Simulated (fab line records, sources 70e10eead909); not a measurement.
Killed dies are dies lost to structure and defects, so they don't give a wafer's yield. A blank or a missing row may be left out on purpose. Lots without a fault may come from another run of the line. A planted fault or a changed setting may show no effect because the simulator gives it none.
Chamber matching | flow nand_harc | NHARC_A_STAIRCASE_DESCUM_312 on rie_diel-11: 4 sister chambers
The step chemistry O2, time 3 s. 8 wafers are shown with their chamber, then 8 later ones without.

WAFERS WITH THEIR CHAMBER
wafer  | chamber | showerhead_plenum_p_Torr (Torr) | oes_product_au (a.u.)
L078.1 | 2       | 1.96                            | 1.011
L078.4 | 0       | 1.97                            | 1.002
L078.6 | 0       | 1.97                            | 1.010
L078.3 | 3       | 1.89                            | 0.999
L078.5 | 1       | 2.00                            | 1.002
L080.1 | 1       | 1.99                            | 1.007
L080.2 | 3       | 1.89                            | 0.994
L080.3 | 2       | 1.96                            | 0.998

WAFERS WITHOUT THEIR CHAMBER
wafer  | showerhead_plenum_p_Torr (Torr) | oes_product_au (a.u.)
L082.2 | 1.89                            | 1.006
L082.6 | 1.97                            | 1.013
L089.1 | 1.96                            | 0.988
L089.2 | 1.98                            | 0.995
L089.5 | 1.88                            | 0.996
L093.1 | 1.98                            | 1.005
L093.4 | 1.88                            | 0.997
L093.6 | 1.96                            | 0.996

WHICH CHAMBER EACH WENT THROUGH
wafer  | from the rows above     | in truth
L082.2 | 3                       | 3
L082.6 | can't be placed: 0 or 2 | 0
L089.1 | can't be placed: 2 or 0 | 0
L089.2 | can't be placed: 0 or 1 | 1
L089.5 | 3                       | 3
L093.1 | can't be placed: 0 or 1 | 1
L093.4 | 3                       | 3
L093.6 | can't be placed: 2 or 0 | 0
Placed correctly: 3 of 8. Can't be placed from these rows: 5 (the true chamber is among the candidates in 5). Placed wrongly: 0.
How it was worked out, from the rows above alone: a wafer's distance from a chamber is the root of the sum, over the readings, of the square of ((its reading less the chamber's mean) divided by the reading's scatter). The wafer belongs to the nearest chamber; if the next one is less than 2 further off, it can't be placed. A chamber's mean is the mean of its shown wafers. The scatter: the root of (the sum of the squares of (reading less its chamber's mean) over the shown wafers, divided by (wafers less chambers)).
